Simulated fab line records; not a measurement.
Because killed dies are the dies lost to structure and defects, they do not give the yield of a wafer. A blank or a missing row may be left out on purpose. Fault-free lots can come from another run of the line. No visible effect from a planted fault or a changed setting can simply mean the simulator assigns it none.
Which tool is to blame? || flow n5 finfet || 72 wafers sampled from 24 lots at 1 step of a route of 1938

WHAT THE GAUGES READ, wafer by wafer
N5_BEOL_M12_CD_MEAS_17: target cd 140 nm. Usual: cd nm at 140.2 nm, with a standard deviation of 1.7.
{"lot": "L075", "measured": "day 16 06:58", "on": "cd sem-02", "cd nm (nm)": "139.4 141.3 139.5", "flag": ""}
{"lot": "L078", "measured": "day 16 14:28", "on": "cd sem-01", "cd nm (nm)": "142.5 142.2 139.9", "flag": ""}
{"lot": "L077", "measured": "day 17 14:31", "on": "cd sem-03", "cd nm (nm)": "137.6 140.6 142.5", "flag": ""}
{"lot": "L079", "measured": "day 18 12:38", "on": "cd sem-01", "cd nm (nm)": "140.9 138.8 139.8", "flag": ""}
{"lot": "L074", "measured": "day 18 14:39", "on": "cd sem-03", "cd nm (nm)": "140.7 144.0 140.7", "flag": ""}
{"lot": "L080", "measured": "day 18 21:32", "on": "cd sem-03", "cd nm (nm)": "139.4 139.2 139.8", "flag": ""}
{"lot": "L084", "measured": "day 18 21:49", "on": "cd sem-02", "cd nm (nm)": "141.4 138.9 141.4", "flag": ""}
{"lot": "L076", "measured": "day 19 20:43", "on": "cd sem-01", "cd nm (nm)": "141.1 141.0 141.5", "flag": ""}
{"lot": "L081", "measured": "day 20 09:29", "on": "cd sem-01", "cd nm (nm)": "142.2 140.3 142.5", "flag": ""}
{"lot": "L083", "measured": "day 20 10:02", "on": "cd sem-01", "cd nm (nm)": "139.8 138.9 142.8", "flag": ""}
{"lot": "L082", "measured": "day 20 13:23", "on": "cd sem-03", "cd nm (nm)": "140.8 140.9 140.5", "flag": ""}
{"lot": "L085", "measured": "day 20 15:41", "on": "cd sem-03", "cd nm (nm)": "143.2 139.5 141.3", "flag": ""}
{"lot": "L087", "measured": "day 20 21:37", "on": "cd sem-02", "cd nm (nm)": "139.4 139.2 138.7", "flag": ""}
{"lot": "L091", "measured": "day 20 21:40", "on": "cd sem-03", "cd nm (nm)": "139.9 138.2 139.8", "flag": ""}
{"lot": "L086", "measured": "day 20 22:00", "on": "cd sem-01", "cd nm (nm)": "136.4 138.1 139.6", "flag": ""}
{"lot": "L090", "measured": "day 20 23:06", "on": "cd sem-02", "cd nm (nm)": "140.3 140.2 139.6", "flag": ""}
{"lot": "L088", "measured": "day 21 00:56", "on": "cd sem-01", "cd nm (nm)": "141.0 143.0 140.6", "flag": ""}
{"lot": "L089", "measured": "day 21 06:02", "on": "cd sem-03", "cd nm (nm)": "141.5 137.9 140.5", "flag": ""}
{"lot": "L092", "measured": "day 21 22:19", "on": "cd sem-01", "cd nm (nm)": "141.8 140.2 144.4", "flag": ""}
{"lot": "L093", "measured": "day 21 22:53", "on": "cd sem-01", "cd nm (nm)": "140.6 141.3 140.6", "flag": ""}
{"lot": "L095", "measured": "day 22 00:38", "on": "cd sem-03", "cd nm (nm)": "139.4 138.9 141.3", "flag": ""}
{"lot": "L094", "measured": "day 22 19:16", "on": "cd sem-01", "cd nm (nm)": "138.6 140.6 141.1", "flag": ""}
{"lot": "L096", "measured": "day 23 03:38", "on": "cd sem-03", "cd nm (nm)": "136.9 138.7 138.1", "flag": ""}
{"lot": "L097", "measured": "day 23 04:53", "on": "cd sem-01", "cd nm (nm)": "140.9 139.2 140.2", "flag": ""}

WHAT TOOL EACH LOT RAN ON (gives the tool, then ch and the chambers of the sampled wafers, and finally the start)
The record holds no process step before these readings.

WHAT THE TOOLS THEMSELVES READ (means of the sampled wafers that have a number; where no wafer has one, the mark that the record gives instead)
The record holds no such reading with a usual standard deviation.

THE ANSWER, worked out from the rows above alone
Rule: a lot is off if the mean of its wafers that have a number lies more than 3 standard deviations from the usual mean. Also off: a lot with no number at a reading for which 4 or more lots have one. The other lots that the step has rows for count as sound. After the gauges, taken in route order, come the tools' own readings; for these a lot's mean is taken, as printed above. The first step at which some lot is off is used, and at that step the reading that is off furthest; a lot without a number counts as furthest.
No lot is off on any of the readings shown, so nothing can be concluded from this.

WHAT THE SIMULATOR HAD INSERTED
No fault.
